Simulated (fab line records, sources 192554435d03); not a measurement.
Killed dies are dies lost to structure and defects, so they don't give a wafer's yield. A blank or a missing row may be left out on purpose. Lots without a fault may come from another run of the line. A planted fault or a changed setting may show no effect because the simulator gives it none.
Split-lot experiment | flow n5_finfet | 7 lots, 21 wafers read, on a route of 1938 steps

THE SPLIT
At N5_BEOL_M1_COAT_05 (resist thk 30 nm), the setting spin_rpm was moved away from the recipe's 1500 rpm on 7 of the 21 wafers read, by -4.7% to +10.5%. The other wafers ran this setting at the recipe's value.

FROM THE SPLIT TO THE READING: what the file shows between them, 4 steps
- N5_BEOL_M1_EBR_07
- N5_BEOL_M1_SOFTBAKE_06: time 60 s
- N5_BEOL_M1_EXPOSE_08: exposes mask M1
- N5_BEOL_M1_PEB_09: peb time 60 s

THE READING
CAR-EUV_of_BEOL_M1_COAT_05.thk_nm (the simulator's own value, which no gauge read), in nm, at N5_BEOL_M1_DEVELOP_10 (develop time 30 s). The file gives no usual value for it. The 14 wafers here that ran the recipe average 29.5 nm, standard deviation 0.12 nm.

wafer  | tool, chamber at the split | spin_rpm as run, rpm | against the recipe | CAR-EUV_of_BEOL_M1_COAT_05.thk_nm, nm | against lot-mates on the recipe
L075.1 | litho_track-01, 0          | 1500                 | recipe             | 29.4                                  | -
L075.2 | litho_track-01, 0          | 1500                 | recipe             | 29.4                                  | -
L075.3 | litho_track-01, 0          | 1500                 | recipe             | 29.4                                  | -
L076.1 | litho_track-01, 0          | 1500                 | recipe             | 29.6                                  | -
L076.2 | litho_track-01, 0          | 1500                 | recipe             | 29.4                                  | -
L076.6 | litho_track-01, 0          | 1437                 | -4.2%              | 30.2                                  | +0.7
L077.4 | litho_track-01, 0          | 1500                 | recipe             | 29.6                                  | -
L077.6 | litho_track-01, 0          | 1500                 | recipe             | 29.6                                  | -
L077.5 | litho_track-01, 0          | 1656                 | +10.4%             | 28.2                                  | -1.4
L080.1 | litho_track-01, 0          | 1500                 | recipe             | 29.4                                  | -
L080.5 | litho_track-01, 0          | 1454                 | -3.1%              | 30                                    | +0.6
L080.6 | litho_track-01, 0          | 1454                 | -3.1%              | 30.2                                  | +0.8
L085.1 | litho_track-04, 0          | 1657                 | +10.5%             | 28                                    | -1.6
L085.5 | litho_track-04, 0          | 1657                 | +10.5%             | 28                                    | -1.6
L085.2 | litho_track-04, 0          | 1500                 | recipe             | 29.6                                  | -
L095.1 | litho_track-01, 0          | 1500                 | recipe             | 29.6                                  | -
L095.6 | litho_track-01, 0          | 1500                 | recipe             | 29.6                                  | -
L095.3 | litho_track-01, 0          | 1500                 | recipe             | 29.4                                  | -
L096.1 | litho_track-01, 0          | 1429                 | -4.7%              | 30.4                                  | +0.7
L096.4 | litho_track-01, 0          | 1500                 | recipe             | 29.8                                  | -
L096.6 | litho_track-01, 0          | 1500                 | recipe             | 29.6                                  | -

THE FIT
A straight line over all 21 wafers: CAR-EUV_of_BEOL_M1_COAT_05.thk_nm changes by -0.147 nm for each +1% of spin_rpm; r = -0.98; the points scatter about the line by 0.13 nm.
The same after taking each lot's own level away (the mean of its wafers on the recipe; 21 wafers): -0.153 nm for each +1%; r = -0.99; scatter 0.11 nm.
On that fit, the largest move of spin_rpm shifts the reading by 1.6 nm.
The lots' own levels span 29.40 to 29.70 nm, that is 2.5 times the standard deviation above.
So the lot-to-lot level changes the slope little: the two slopes agree.
Check: with one of the wafers moved furthest among these (+10.5%) left out of the fit, the line predicts -1.56 nm for it against its lot-mates. It came out at -1.6 nm against them.

THE WHOLE CHAIN: every reading that the file lists as answering this split, in the file's order
step                  | what it does      | reading                                                                            | change (the file's fit)               | r (the file's)
N5_BEOL_M1_COAT_05    | resist thk 30 nm  | CAR-EUV_of_BEOL_M1_COAT_05.thk_nm (the simulator's own value, which no gauge read) | -0.143 nm for each +1% of the setting | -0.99
N5_BEOL_M1_DEVELOP_10 | develop time 30 s | CAR-EUV_of_BEOL_M1_COAT_05.thk_nm (the simulator's own value, which no gauge read) | -0.149 nm for each +1% of the setting | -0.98

THE FILE'S OWN FIT
CAR-EUV_of_BEOL_M1_COAT_05.thk_nm changes by -0.149 nm for each +1% of spin_rpm, r = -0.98.
